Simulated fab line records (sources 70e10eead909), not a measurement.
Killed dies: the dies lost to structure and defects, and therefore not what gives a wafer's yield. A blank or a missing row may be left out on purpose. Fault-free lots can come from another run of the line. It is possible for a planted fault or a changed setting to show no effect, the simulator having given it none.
Chamber matching || flow nand harc || rie diel-01 running NHARC_A_STAIRCASE_TRIM_12: 4 sister chambers
The step chemistry O2, time 211.2 s. 8 wafers are shown with their chamber, then 11 later ones without.

WAFERS WITH THEIR CHAMBER
{"wafer": "L079.1", "chamber": 2, "showerhead plenum p Torr (Torr)": 3.26, "drypump motor current A (A)": 5.6}
{"wafer": "L082.3", "chamber": 1, "showerhead plenum p Torr (Torr)": 3.45, "drypump motor current A (A)": 5.9}
{"wafer": "L082.1", "chamber": 2, "showerhead plenum p Torr (Torr)": 3.26, "drypump motor current A (A)": 5.7}
{"wafer": "L081.3", "chamber": 1, "showerhead plenum p Torr (Torr)": 3.45, "drypump motor current A (A)": 5.9}
{"wafer": "L087.4", "chamber": 0, "showerhead plenum p Torr (Torr)": 3.27, "drypump motor current A (A)": 5.4}
{"wafer": "L087.5", "chamber": 0, "showerhead plenum p Torr (Torr)": 3.28, "drypump motor current A (A)": 5.4}
{"wafer": "L087.6", "chamber": 3, "showerhead plenum p Torr (Torr)": 3.38, "drypump motor current A (A)": 6.1}
{"wafer": "L091.4", "chamber": 3, "showerhead plenum p Torr (Torr)": 3.38, "drypump motor current A (A)": 6.1}

WAFERS WHOSE CHAMBER IS MISSING
{"wafer": "L091.5", "showerhead plenum p Torr (Torr)": 3.80, "drypump motor current A (A)": 5.7}
{"wafer": "L091.6", "showerhead plenum p Torr (Torr)": 3.38, "drypump motor current A (A)": 6.1}
{"wafer": "L090.3", "showerhead plenum p Torr (Torr)": 3.81, "drypump motor current A (A)": 5.4}
{"wafer": "L090.5", "showerhead plenum p Torr (Torr)": 3.38, "drypump motor current A (A)": 6.1}
{"wafer": "L090.6", "showerhead plenum p Torr (Torr)": 3.81, "drypump motor current A (A)": 5.4}
{"wafer": "L094.4", "showerhead plenum p Torr (Torr)": 3.38, "drypump motor current A (A)": 6.0}
{"wafer": "L094.5", "showerhead plenum p Torr (Torr)": 3.38, "drypump motor current A (A)": 6.0}
{"wafer": "L094.6", "showerhead plenum p Torr (Torr)": 3.80, "drypump motor current A (A)": 5.7}
{"wafer": "L097.1", "showerhead plenum p Torr (Torr)": 3.37, "drypump motor current A (A)": 6.1}
{"wafer": "L097.3", "showerhead plenum p Torr (Torr)": 3.44, "drypump motor current A (A)": 5.9}
{"wafer": "L097.6", "showerhead plenum p Torr (Torr)": 3.37, "drypump motor current A (A)": 6.1}

WHICH CHAMBER EACH WENT THROUGH
{"wafer": "L091.5", "from the rows above": 1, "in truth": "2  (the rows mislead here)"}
{"wafer": "L091.6", "from the rows above": 3, "in truth": 3}
{"wafer": "L090.3", "from the rows above": 1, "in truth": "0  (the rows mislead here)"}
{"wafer": "L090.5", "from the rows above": 3, "in truth": 3}
{"wafer": "L090.6", "from the rows above": 1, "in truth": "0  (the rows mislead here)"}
{"wafer": "L094.4", "from the rows above": 3, "in truth": 3}
{"wafer": "L094.5", "from the rows above": 3, "in truth": 3}
{"wafer": "L094.6", "from the rows above": 1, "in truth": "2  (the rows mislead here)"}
{"wafer": "L097.1", "from the rows above": 3, "in truth": 3}
{"wafer": "L097.3", "from the rows above": 1, "in truth": 1}
{"wafer": "L097.6", "from the rows above": 3, "in truth": 3}
Correct placement for 7 of the 11. Not placeable from these rows: 0. Wrongly placed: 4.
How it was worked out, from the rows above alone: a wafer's distance from a chamber is the root of the sum, over the readings, of the square of ((its reading less the chamber's mean) divided by the reading's scatter). If the next closest chamber is less than 2 further off than the closest, the wafer can't be placed; otherwise it belongs to the closest. A chamber's mean is the mean of its shown wafers. How the scatter is found: for the shown wafers, subtract from each reading the mean of its chamber, square and add these, divide the total by (wafers less chambers), then take the root.
